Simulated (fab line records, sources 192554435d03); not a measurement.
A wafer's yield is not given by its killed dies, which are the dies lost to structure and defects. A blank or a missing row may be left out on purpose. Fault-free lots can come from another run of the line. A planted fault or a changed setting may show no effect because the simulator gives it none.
Split-lot study    flow n5_finfet    on a route of 1938 steps: 7 lots, 21 wafers read

## ON THE SPLIT
At N5_BEOL_M12_SPUTTER_44 (material Ta, target thk 10 nm, time 16.13 s), the setting time_s was moved away from the recipe's 16.13 s on 9 of the 21 wafers read, by -14.2% to +11.5%. All remaining wafers had this setting at the recipe value.

The reading comes from the split's own step.

## THE READING
Ta_of_BEOL_M12_SPUTTER_44.thk_nm (the simulator's own value, which no gauge read), in nm, at N5_BEOL_M12_SPUTTER_44 (material Ta, target thk 10 nm, time 16.13 s). There is no usual value for it anywhere in the file. Average 10.1 nm, standard deviation 0.15 nm, over the 12 wafers here run with the recipe.

wafer   tool, chamber at the split  time_s as run, s  against the recipe  Ta_of_BEOL_M12_SPUTTER_44.thk_nm, nm  against lot-mates on the recipe
L083.3  pvd_sputter-01, -           13.84             -14.2%              8.6                                   -1.4
L083.4  pvd_sputter-01, -           13.84             -14.2%              8.6                                   -1.4
L083.6  pvd_sputter-01, -           16.13             recipe              10                                    -
L090.1  pvd_sputter-02, -           16.13             recipe              10                                    -
L090.2  pvd_sputter-02, -           16.13             recipe              10.2                                  -
L090.6  pvd_sputter-02, -           16.13             recipe              10.2                                  -
L091.2  pvd_sputter-02, -           15.09             -6.4%               9.6                                   -0.4
L091.4  pvd_sputter-02, -           15.09             -6.4%               9.2                                   -0.8
L091.5  pvd_sputter-02, -           16.13             recipe              10                                    -
L089.2  pvd_sputter-01, -           16.13             recipe              10.4                                  -
L089.5  pvd_sputter-01, -           14.38             -10.8%              8.8                                   -1.4
L089.6  pvd_sputter-01, -           16.13             recipe              10                                    -
L092.1  pvd_sputter-01, -           16.13             recipe              10.2                                  -
L092.3  pvd_sputter-01, -           16.13             recipe              9.8                                   -
L092.5  pvd_sputter-01, -           16.13             recipe              10                                    -
L094.2  pvd_sputter-01, -           17.99             +11.5%              11                                    no lot-mate on the recipe
L094.4  pvd_sputter-01, -           17.99             +11.5%              11.2                                  no lot-mate on the recipe
L094.6  pvd_sputter-01, -           17.99             +11.5%              11.4                                  no lot-mate on the recipe
L097.1  pvd_sputter-03, -           17.58             +9.0%               11                                    +0.9
L097.2  pvd_sputter-03, -           16.13             recipe              10                                    -
L097.4  pvd_sputter-03, -           16.13             recipe              10.2                                  -

FIT RESULTS
A straight line over all 21 wafers: Ta_of_BEOL_M12_SPUTTER_44.thk_nm changes by +0.103 nm for each +1% of time_s; r = +0.98; the points scatter about the line by 0.16 nm.
The same after taking each lot's own level away (the mean of its wafers on the recipe; 18 wafers): +0.103 nm for each +1%; r = +0.97; scatter 0.15 nm.
According to that fit, moving time_s by its largest amount changes the reading by 1.5 nm.
Measured against the standard deviation above, the lots' own levels, which go from 10.00 to 10.20 nm, span 1.3 times it.
Hence the lot-to-lot level has little effect on the slope; both slopes agree.
Check: with one of the wafers moved furthest among these (-14.2%) left out of the fit, the line predicts -1.5 nm for it against its lot-mates. It came out at -1.4 nm against them.

## ADDITIONAL SPLITS CARRIED BY THESE WAFERS
These wafers also went through other splits before the reading. Each is held against what the fit with the lots' levels taken away leaves over:
other split on the same wafers  wafers away from the commonest value  r with Ta_of_BEOL_M12_SPUTTER_44.thk_nm (lot level and that fit taken away)
N5_BEOL_M9_COAT_60 spin_rpm     3                                     +0.49
N5_BEOL_M9_COAT_22 spin_rpm     4                                     -0.45
N5_BEOL_M9_EXPOSE_25 dose_mj    8                                     -0.01
N5_BEOL_M10_COAT_63 spin_rpm    4                                     +0.39
N5_BEOL_M11_COAT_22 spin_rpm    6                                     +0.02
N5_BEOL_M11_EXPOSE_25 dose_mj   8                                     +0.13

## THE FILE'S OWN FIT
Ta_of_BEOL_M12_SPUTTER_44.thk_nm changes by +0.106 nm for each +1% of time_s, r = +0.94.
